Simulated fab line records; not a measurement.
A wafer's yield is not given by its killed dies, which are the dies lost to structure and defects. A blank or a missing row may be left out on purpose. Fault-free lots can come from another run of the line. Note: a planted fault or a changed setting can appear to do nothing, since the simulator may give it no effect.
Chamber matching ; flow nand harc ; 4 sister chambers for NHARC_THIN_TSV_CMP_01 on cmp-03
The step polishes. 4 wafers are shown with their chamber, then 8 later ones without.

## WAFERS, EACH WITH ITS CHAMBER
wafer;chamber;motor current A (A)
L855.3;2;12.4
L861.1;0;11.2
L861.3;3;11.4
L865.1;1;10.2

## WAFERS WITHOUT THEIR CHAMBER
wafer;motor current A (A)
L865.4;11.2
L865.6;11.3
L866.1;10.6
L866.5;11.1
L866.6;10.6
L872.2;10.7
L872.4;10.5
L872.5;10.5

## WHICH CHAMBER EACH ONE RAN IN
wafer;from the rows above;in truth
L865.4;can't be placed: 0 or 3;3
L865.6;can't be placed: 3 or 0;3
L866.1;can't be placed: 1 or 0 or 3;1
L866.5;can't be placed: 0 or 3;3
L866.6;can't be placed: 1 or 0 or 3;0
L872.2;can't be placed: 0 or 1 or 3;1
L872.4;can't be placed: 1 or 0 or 3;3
L872.5;can't be placed: 1 or 0 or 3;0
Correct placement for 0 of the 8. Not placeable from these rows: 8 (in 8, the candidates include the true chamber). 0 placed wrongly.
How it was worked out, from the rows above alone: a wafer's distance from a chamber is the root of the sum, over the readings, of the square of ((its reading less the chamber's mean) divided by the reading's scatter). The wafer belongs to the nearest chamber; if the next one is less than 2 further off, it can't be placed. Each chamber's mean is taken over the wafers shown for it. The scatter: root of mean squared gap, hidden wafer to nearest shown wafer, with one shown wafer a chamber.
